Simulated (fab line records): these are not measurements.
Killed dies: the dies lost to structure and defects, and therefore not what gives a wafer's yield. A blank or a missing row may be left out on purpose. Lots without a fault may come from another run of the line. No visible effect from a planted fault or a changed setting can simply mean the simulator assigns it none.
Which of the tools did it? -- flow nand_harc -- 24 lots with 72 wafers sampled at 6 steps, on a route of 1159 steps

## WHAT THE GAUGES READ, wafer by wafer
NHARC_P_M2_INSPECT_27.
lot,measured,on,raw_defect_count
L074,day 5 21:12,defect_inspect-01,374 253 256
L075,day 6 16:35,defect_inspect-01,237 333 352
L078,day 7 06:34,defect_inspect-01,608 360 416
L076,day 7 07:00,defect_inspect-01,259 269 252
L077,day 7 07:11,defect_inspect-01,329 280 233
L080,day 7 15:42,defect_inspect-01,385 243 388
L079,day 7 16:50,defect_inspect-01,600 615 808
L082,day 8 01:58,defect_inspect-01,341 279 313
L081,day 8 05:23,defect_inspect-01,210 314 478
L085,day 8 19:51,defect_inspect-02,353 171 228
L083,day 8 20:31,defect_inspect-02,562 624 372
L084,day 8 22:50,defect_inspect-02,828 568 306
L087,day 9 07:47,defect_inspect-01,218 625 828
L086,day 9 08:54,defect_inspect-01,545 403 439
L089,day 9 19:16,defect_inspect-02,487 811 371
L088,day 9 20:02,defect_inspect-01,384 307 443
L090,day 10 15:00,defect_inspect-02,274 355 218
L091,day 10 15:21,defect_inspect-02,249 235 309
L092,day 10 21:14,defect_inspect-02,248 417 192
L093,day 11 01:53,defect_inspect-01,461 385 414
L094,day 11 07:36,defect_inspect-02,292 253 296
L096,day 11 20:12,defect_inspect-02,573 391 397
L095,day 11 21:49,defect_inspect-01,417 402 394
L097,day 11 21:52,defect_inspect-02,307 474 262

## TOOL THAT RAN EACH LOT (tool first, then ch and the chambers of the sampled wafers, then the start)
lot,NHARC_P_M1_CMP_23,NHARC_P_M1_PRE_CLEAN_32,NHARC_P_M2_DESCUM_14,NHARC_P_M2_ETCH_35,NHARC_P_M2_CMP_23
L074,"cmp-03 ch 1,3, day 5 16:29","pecvd-01 ch 0,2, day 5 17:01","rie_diel-10 ch 0,1,3, day 5 18:33","rie_diel-10 ch 0,2,3, day 5 18:37","cmp-01 ch 0,1,3, day 5 20:43"
L075,"cmp-04 ch 1,2,3, day 6 11:57","pecvd-04 ch 0,1,2, day 6 12:30","rie_diel-01 ch 0,2,3, day 6 14:01","rie_diel-01 ch 1,2,3, day 6 14:07","cmp-03 ch 0,1,2, day 6 16:07"
L078,"cmp-01 ch 0,2,3, day 7 01:45","pecvd-02 ch 0,1, day 7 02:17","rie_diel-10 ch 0,1,2, day 7 03:47","rie_diel-10 ch 2,3, day 7 03:52","cmp-03 ch 0,2,3, day 7 06:05"
L076,"cmp-03 ch 0,2,3, day 7 02:14","pecvd-04 ch 0,2, day 7 02:45","rie_diel-12 ch 0,2, day 7 04:16","rie_diel-12 ch 0,1, day 7 04:21","cmp-03 ch 1,2,3, day 7 06:34"
L077,"cmp-01 ch 0,1,2, day 7 02:26","pecvd-02 ch 0,1,2, day 7 03:00","rie_diel-01 ch 1,2,3, day 7 04:31","rie_diel-01 ch 0,1,3, day 7 04:35","cmp-03 ch 0,1,2, day 7 06:43"
L080,"cmp-01 ch 0,1,2, day 7 11:04","pecvd-04 ch 0,2, day 7 11:37","rie_diel-10 ch 2,3, day 7 13:07","rie_diel-10 ch 0,2,3, day 7 13:12","cmp-01 ch 0,1, day 7 15:14"
L079,"cmp-01 ch 0,1,2, day 7 11:56","pecvd-04 ch 0,1,2, day 7 12:33","rie_diel-01 ch 0,1,3, day 7 14:14","rie_diel-01 ch 0,3, day 7 14:19","cmp-02 ch 1,2,3, day 7 16:26"
L082,"cmp-03 ch 1,2,3, day 7 21:20","pecvd-01 ch 0,1,2, day 7 21:50","rie_diel-10 ch 0,1,2, day 7 23:13","rie_diel-10 ch 1,2,3, day 7 23:19","cmp-03 ch 0,1, day 8 01:31"
L081,"cmp-01 ch 0,2,3, day 8 00:29","pecvd-01 ch 0,1, day 8 01:01","rie_diel-01 ch 0,1,3, day 8 02:23","rie_diel-01 ch 1,2,3, day 8 02:28","cmp-03 ch 1,2,3, day 8 04:56"
L085,"cmp-04 ch 0,1, day 8 15:10","pecvd-02 ch 1,2, day 8 15:43","rie_diel-01 ch 0,2,3, day 8 17:14","rie_diel-01 ch 1,2, day 8 17:19","cmp-01 ch 2,3, day 8 19:24"
L083,"cmp-04 ch 0,1, day 8 15:56","pecvd-04 ch 0,1,2, day 8 16:30","rie_diel-10 ch 1,2, day 8 17:51","rie_diel-10 ch 0,1,3, day 8 17:57","cmp-03 ch 1,2,3, day 8 20:05"
L084,"cmp-03 ch 0,1,3, day 8 17:42","pecvd-01 ch 1,2, day 8 18:14","rie_diel-01 ch 0,1, day 8 19:47","rie_diel-01 ch 1,2,3, day 8 19:53","cmp-01 ch 0,2,3, day 8 22:23"
L087,"cmp-01 ch 0,2,3, day 9 03:21","pecvd-02 ch 1,2, day 9 03:50","rie_diel-01 ch 1,2,3, day 9 05:14","rie_diel-01 ch 2,3, day 9 05:18","cmp-02 ch 0,1, day 9 07:21"
L086,"cmp-03 ch 0,1,3, day 9 04:26","pecvd-01 ch 1,2, day 9 04:55","rie_diel-01 ch 0,1,3, day 9 06:19","rie_diel-01 ch 0,1,3, day 9 06:24","cmp-02 ch 1,2,3, day 9 08:25"
L089,"cmp-01 ch 0,1,3, day 9 14:47","pecvd-02 ch 1,2, day 9 15:19","rie_diel-01 ch 0,1,2, day 9 16:41","rie_diel-01 ch 0,1,3, day 9 16:46","cmp-03 ch 0,1,3, day 9 18:47"
L088,"cmp-01 ch 0,2,3, day 9 15:20","pecvd-01 ch 1,2, day 9 15:53","rie_diel-01 ch 0,1,3, day 9 17:25","rie_diel-01 ch 0,2,3, day 9 17:29","cmp-03 ch 1,2,3, day 9 19:33"
L090,"cmp-04 ch 0,1,3, day 10 10:16","pecvd-01 ch 0,1,2, day 10 10:48","rie_diel-01 ch 0,1,3, day 10 12:26","rie_diel-01 ch 1,2,3, day 10 12:32","cmp-03 ch 0,2,3, day 10 14:35"
L091,"cmp-03 ch 0,1,2, day 10 10:31","pecvd-02 ch 0,1, day 10 11:05","rie_diel-10 ch 2,3, day 10 12:42","rie_diel-10 ch 0,1,3, day 10 12:47","cmp-02 ch 0,2, day 10 14:50"
L092,"cmp-01 ch 0,1,2, day 10 16:39","pecvd-02 ch 0,1,2, day 10 17:08","rie_diel-10 ch 2,3, day 10 18:40","rie_diel-10 ch 1,2, day 10 18:46","cmp-02 ch 1,2, day 10 20:46"
L093,"cmp-04 ch 1,2,3, day 10 21:09","pecvd-02 ch 0,1,2, day 10 21:42","rie_diel-01 ch 0,1,2, day 10 23:11","rie_diel-01 ch 1,2,3, day 10 23:17","cmp-03 ch 1,2,3, day 11 01:25"
L094,"cmp-01 ch 0,1,2, day 11 02:52","pecvd-02 ch 0,1,2, day 11 03:25","rie_diel-01 ch 0,2,3, day 11 05:00","rie_diel-01 ch 0,1,2, day 11 05:05","cmp-02 ch 0,1,2, day 11 07:10"
L096,"cmp-04 ch 1,3, day 11 15:40","pecvd-01 ch 0,2, day 11 16:14","rie_diel-01 ch 2,3, day 11 17:36","rie_diel-01 ch 0,2,3, day 11 17:41","cmp-02 ch 0,3, day 11 19:44"
L095,"cmp-04 ch 0,3, day 11 17:03","pecvd-01 ch 0,2, day 11 17:35","rie_diel-01 ch 2,3, day 11 19:07","rie_diel-01 ch 0,2, day 11 19:11","cmp-03 ch 0,2,3, day 11 21:23"
L097,"cmp-01 ch 1,3, day 11 17:12","pecvd-04 ch 0,2, day 11 17:45","rie_diel-10 ch 1,2,3, day 11 19:16","rie_diel-10 ch 2,3, day 11 19:20","cmp-02 ch 1,2, day 11 21:26"
- NHARC_P_M1_CMP_23: polishes, t overpolish 20 s, target thk 157.82 nm.
- NHARC_P_M1_PRE_CLEAN_32: time 12 s.
- NHARC_P_M2_DESCUM_14: chemistry O2, time 3 s.
- NHARC_P_M2_ETCH_35: etches the open film in N2/H2, target depth 40 nm, overetch 12 nm, time 43.94 s.
- NHARC_P_M2_CMP_23: polishes, t overpolish 20 s, target thk 144.3 nm.

## WHAT THE TOOLS THEMSELVES READ (means of the sampled wafers that have a number; where no wafer has one, the mark that the record gives instead)
NHARC_P_M1_CMP_23.
lot,tool,edge_zone_pressure_frac,motor_current_A (A),slurry_flow_ml_min,time_to_endpoint_s (s)
L074,cmp-03,0.999,12.1,149.5,27.9
L075,cmp-04,1.004,11.5,150.2,28.8
L078,cmp-01,0.997,12.7,150.1,30.4
L076,cmp-03,1.004,12.0,149.8,28.8
L077,cmp-01,1.000,12.8,150.0,31.8
L080,cmp-01,1.000,12.9,150.2,28.4
L079,cmp-01,0.997,12.7,149.6,31.4
L082,cmp-03,0.995,13.0,150.1,27.6
L081,cmp-01,1.001,12.4,149.4,28.8
L085,cmp-04,0.997,11.3,149.9,26.3
L083,cmp-04,1.001,12.0,149.3,26.5
L084,cmp-03,1.003,11.8,150.4,26.1
L087,cmp-01,0.997,12.7,149.9,27.1
L086,cmp-03,0.999,12.0,150.3,27.2
L089,cmp-01,0.999,11.3,150.0,28.3
L088,cmp-01,0.999,12.5,149.9,26.5
L090,cmp-04,0.996,11.2,150.1,27.4
L091,cmp-03,0.999,12.0,149.8,28.6
L092,cmp-01,0.993,13.0,150.0,30.9
L093,cmp-04,1.004,11.5,150.2,27.8
L094,cmp-01,1.002,12.6,150.2,28.4
L096,cmp-04,1.002,10.5,150.0,27.5
L095,cmp-04,0.998,10.3,150.0,26.6
L097,cmp-01,1.002,11.6,150.3,30.8

NHARC_P_M1_PRE_CLEAN_32.
lot,tool,heater_power_w (W)
L074,pecvd-01,553
L075,pecvd-04,594
L078,pecvd-02,592
L076,pecvd-04,561
L077,pecvd-02,596
L080,pecvd-04,654
L079,pecvd-04,639
L082,pecvd-01,683
L081,pecvd-01,651
L085,pecvd-02,626
L083,pecvd-04,629
L084,pecvd-01,726
L087,pecvd-02,597
L086,pecvd-01,729
L089,pecvd-02,567
L088,pecvd-01,693
L090,pecvd-01,647
L091,pecvd-02,572
L092,pecvd-02,581
L093,pecvd-02,636
L094,pecvd-02,609
L096,pecvd-01,659
L095,pecvd-01,634
L097,pecvd-04,592

NHARC_P_M2_DESCUM_14.
lot,tool,drypump_motor_current_A (A),oes_product_au (a.u.),rf_vpp_V (V),showerhead_plenum_p_Torr (Torr),throttle_valve_pct (%)
L074,rie_diel-10,5.9,1.009,57.0,1.89,11.313
L075,rie_diel-01,5.6,1.011,57.4,1.89,11.317
L078,rie_diel-10,5.8,1.023,58.1,1.88,11.311
L076,rie_diel-12,5.8,0.980,57.8,2.00,11.307
L077,rie_diel-01,5.9,1.002,58.5,1.93,11.315
L080,rie_diel-10,5.5,1.008,57.2,1.81,11.314
L079,rie_diel-01,5.7,1.013,57.6,1.87,11.308
L082,rie_diel-10,5.8,1.014,57.5,1.88,11.304
L081,rie_diel-01,5.7,1.009,57.8,1.87,11.315
L085,rie_diel-01,5.7,1.008,58.3,1.89,11.300
L083,rie_diel-10,5.8,1.024,57.0,1.82,11.309
L084,rie_diel-01,5.6,1.011,58.7,1.89,11.307
L087,rie_diel-01,5.9,0.993,57.6,1.93,11.318
L086,rie_diel-01,5.7,1.002,58.3,1.87,11.315
L089,rie_diel-01,5.8,0.994,57.4,1.95,11.307
L088,rie_diel-01,5.7,1.002,58.8,1.87,11.305
L090,rie_diel-01,5.7,1.012,57.0,1.87,11.310
L091,rie_diel-10,5.4,1.001,57.7,1.79,11.312
L092,rie_diel-10,5.4,1.001,56.6,1.79,11.305
L093,rie_diel-01,5.8,1.006,57.4,1.95,11.317
L094,rie_diel-01,5.7,0.998,57.2,1.89,11.313
L096,rie_diel-01,5.9,0.986,57.4,1.95,11.300
L095,rie_diel-01,5.8,0.999,57.4,1.95,11.320
L097,rie_diel-10,5.8,1.001,57.4,1.82,11.315

NHARC_P_M2_ETCH_35.
lot,tool,drypump_motor_current_A (A),oes_product_au (a.u.),rf_vpp_V (V),showerhead_plenum_p_Torr (Torr),throttle_valve_pct (%)
L074,rie_diel-10,5.4,1.002,429,1.99,14.166
L075,rie_diel-01,5.9,1.010,432,2.06,14.157
L078,rie_diel-10,5.4,1.009,427,1.93,14.171
L076,rie_diel-12,5.8,0.979,430,2.02,14.167
L077,rie_diel-01,5.7,1.010,429,1.99,14.161
L080,rie_diel-10,5.4,1.015,430,1.98,14.174
L079,rie_diel-01,5.4,1.014,428,1.95,14.171
L082,rie_diel-10,5.8,1.019,428,1.95,14.169
L081,rie_diel-01,5.9,1.003,430,2.06,14.168
L085,rie_diel-01,6.0,0.990,434,2.15,14.169
L083,rie_diel-10,5.9,1.000,430,2.02,14.179
L084,rie_diel-01,5.9,0.998,431,2.06,14.172
L087,rie_diel-01,5.8,0.999,428,1.99,14.182
L086,rie_diel-01,5.7,0.999,431,1.99,14.171
L089,rie_diel-01,5.7,0.996,429,1.99,14.169
L088,rie_diel-01,5.7,0.998,431,2.01,14.170
L090,rie_diel-01,5.9,0.999,431,2.06,14.173
L091,rie_diel-10,5.9,1.009,430,2.01,14.174
L092,rie_diel-10,5.8,1.017,428,1.93,14.173
L093,rie_diel-01,5.9,1.002,432,2.06,14.164
L094,rie_diel-01,5.8,1.010,432,2.08,14.174
L096,rie_diel-01,5.6,1.001,430,2.01,14.173
L095,rie_diel-01,5.7,0.998,433,2.10,14.170
L097,rie_diel-10,5.4,0.993,427,1.92,14.178

NHARC_P_M2_CMP_23.
lot,tool,edge_zone_pressure_frac,motor_current_A (A),slurry_flow_ml_min,time_to_endpoint_s (s)
L074,cmp-01,1.001,11.7,150.3,27.5
L075,cmp-03,0.998,12.2,149.8,28.4
L078,cmp-03,1.003,12.0,150.4,29.3
L076,cmp-03,1.001,12.3,150.1,29.0
L077,cmp-03,0.997,12.5,149.9,28.1
L080,cmp-01,0.998,11.9,149.9,31.4
L079,cmp-02,0.998,11.9,150.3,31.3
L082,cmp-03,0.997,12.0,149.7,26.9
L081,cmp-03,1.002,12.8,150.0,25.3
L085,cmp-01,0.999,13.4,150.0,25.8
L083,cmp-03,1.002,12.8,150.1,24.7
L084,cmp-01,1.001,12.8,149.8,29.9
L087,cmp-02,1.004,11.9,149.6,29.8
L086,cmp-02,0.999,12.2,149.7,31.8
L089,cmp-03,1.000,12.1,150.0,27.3
L088,cmp-03,0.998,12.2,149.8,27.7
L090,cmp-03,1.004,12.4,150.4,32.4
L091,cmp-02,1.006,10.5,149.5,33.9
L092,cmp-02,1.003,12.5,150.7,29.4
L093,cmp-03,1.002,12.4,149.8,29.9
L094,cmp-02,1.004,11.6,150.3,30.0
L096,cmp-02,1.002,11.3,150.3,31.3
L095,cmp-03,1.002,12.0,150.4,28.0
L097,cmp-02,1.003,11.9,149.8,32.2

## THE ANSWER, worked out from the rows above alone
Rule: the usual values come from the lots themselves. Put in order of their means at a reading, lots are off if they are a third of the lots or fewer, leave a main group of 4 or more, and stand apart from it by a gap of 3 or more times the standard deviation of the main group's means; of several such gaps the widest counts. The tables above print the reading to a certain number of digits; a main group whose means all agree to those digits is not used. A lot without any number at a reading at which 4 lots or more have one is off too. Any other lot the step has rows for is counted as sound. After the gauges, taken in route order, come the tools' own readings; for these a lot's mean is taken, as printed above. At the first step where some lot is off, the reading lying furthest off is the one used; lots without a number count as furthest.
No lot is off at any reading shown: from this, nothing can be told.

## WHAT THE SIMULATOR HAD INSERTED
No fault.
